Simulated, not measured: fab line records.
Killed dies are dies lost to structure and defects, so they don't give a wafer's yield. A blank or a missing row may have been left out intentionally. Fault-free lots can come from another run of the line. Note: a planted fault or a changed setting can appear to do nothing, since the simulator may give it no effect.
Which tool did it? || flow n5-finfet || 11 lots (32 wafers sampled), 1 step of a 1938-step route

WHAT THE GAUGES SHOWED, per wafer
N5_BEOL_M12_CD_MEAS_17: target cd 140 nm.
{"lot": "L353", "measured": "day 10 15:48", "on": "cd-sem-01", "cd-nm (nm)": "142.3 142.0 141.4"}
{"lot": "L354", "measured": "day 10 22:52", "on": "cd-sem-03", "cd-nm (nm)": "141.0 140.8 137.6"}
{"lot": "L355", "measured": "day 11 11:17", "on": "cd-sem-03", "cd-nm (nm)": "141.5 142.4 141.1"}
{"lot": "L365", "measured": "day 14 01:40", "on": "cd-sem-02", "cd-nm (nm)": "141.5 138.8 141.4"}
{"lot": "L367", "measured": "day 14 01:57", "on": "cd-sem-02", "cd-nm (nm)": "140.0 138.5 139.6"}
{"lot": "L368", "measured": "day 14 21:32", "on": "cd-sem-01", "cd-nm (nm)": "140.2 139.6 141.6"}
{"lot": "L372", "measured": "day 15 09:50", "on": "cd-sem-03", "cd-nm (nm)": "140.5 140.8 141.5"}
{"lot": "L375", "measured": "day 16 14:19", "on": "cd-sem-03", "cd-nm (nm)": "141.3 140.7 143.0"}
{"lot": "L373", "measured": "day 16 23:34", "on": "cd-sem-01", "cd-nm (nm)": "140.8 139.7 142.1"}
{"lot": "L374", "measured": "day 17 00:22", "on": "cd-sem-02", "cd-nm (nm)": "140.6 142.0"}
{"lot": "L376", "measured": "day 17 14:28", "on": "cd-sem-02", "cd-nm (nm)": "142.5 140.9 142.0"}

WHAT TOOL EACH LOT RAN ON (gives the tool, then ch and the chambers of the sampled wafers, and finally the start)
There is no process step in the record ahead of these readings.

THE ANSWER, worked out from the rows above alone
Rule: usual is defined by the lots themselves. Put in order of their means at a reading, lots are off if they are a third of the lots or fewer, leave a main group of 4 or more, and stand apart from it by a gap of 3 or more times the standard deviation of the main group's means; of several such gaps the widest counts. The tables above print the reading to a certain number of digits; a main group whose means all agree to those digits is not used. A lot without any number at a reading at which 4 lots or more have one is off too. All remaining lots with rows at the step are treated as sound.
Across all readings shown, no lot is off: no conclusion can be drawn from this.

WHAT WAS PUT IN BY THE SIMULATOR
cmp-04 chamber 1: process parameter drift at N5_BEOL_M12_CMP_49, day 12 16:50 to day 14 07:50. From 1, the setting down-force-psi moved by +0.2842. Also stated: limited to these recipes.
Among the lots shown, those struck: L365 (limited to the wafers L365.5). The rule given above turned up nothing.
